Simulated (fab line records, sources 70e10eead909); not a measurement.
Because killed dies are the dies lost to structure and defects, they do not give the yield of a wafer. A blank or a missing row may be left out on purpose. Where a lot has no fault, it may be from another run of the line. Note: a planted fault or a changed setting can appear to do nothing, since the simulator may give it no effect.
Matching of chambers / flow nand-harc / pecvd-04 running NHARC_A_M0_PRE_CLEAN_31: 3 sister chambers
The step time 12 s. 3 wafers are shown with their chamber, then 10 later ones without.

## EACH WAFER AND ITS CHAMBER
wafer=L082.2; chamber=2; heater-power-w (W)=740
wafer=L082.5; chamber=0; heater-power-w (W)=680
wafer=L088.4; chamber=1; heater-power-w (W)=585

## WAFERS WITHOUT THEIR CHAMBER
wafer=L088.5; heater-power-w (W)=652
wafer=L090.1; heater-power-w (W)=658
wafer=L090.3; heater-power-w (W)=587
wafer=L090.4; heater-power-w (W)=655
wafer=L094.2; heater-power-w (W)=585
wafer=L094.4; heater-power-w (W)=568
wafer=L094.6; heater-power-w (W)=587
wafer=L095.2; heater-power-w (W)=571
wafer=L095.4; heater-power-w (W)=542
wafer=L095.5; heater-power-w (W)=695

## WHICH CHAMBER EACH WENT THROUGH
wafer=L088.5; from the rows above=can't be placed: 0 or 1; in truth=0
wafer=L090.1; from the rows above=0; in truth=0
wafer=L090.3; from the rows above=1; in truth=1
wafer=L090.4; from the rows above=0; in truth=0
wafer=L094.2; from the rows above=1; in truth=1
wafer=L094.4; from the rows above=1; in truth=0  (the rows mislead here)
wafer=L094.6; from the rows above=1; in truth=1
wafer=L095.2; from the rows above=1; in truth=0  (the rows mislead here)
wafer=L095.4; from the rows above=1; in truth=1
wafer=L095.5; from the rows above=can't be placed: 0 or 2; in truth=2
Placed correctly: 6 of 10. From these rows, 2 cannot be placed; in 2 the true chamber is one of the candidates. Placed wrongly: 2.
How it was worked out, from the rows above alone: a wafer's distance from a chamber is the root of the sum, over the readings, of the square of ((its reading less the chamber's mean) divided by the reading's scatter). If the next closest chamber is less than 2 further off than the closest, the wafer can't be placed; otherwise it belongs to the closest. For every chamber, the mean is computed from those of its wafers that are shown. The scatter: root of mean squared gap, hidden wafer to nearest shown wafer, with one shown wafer a chamber.
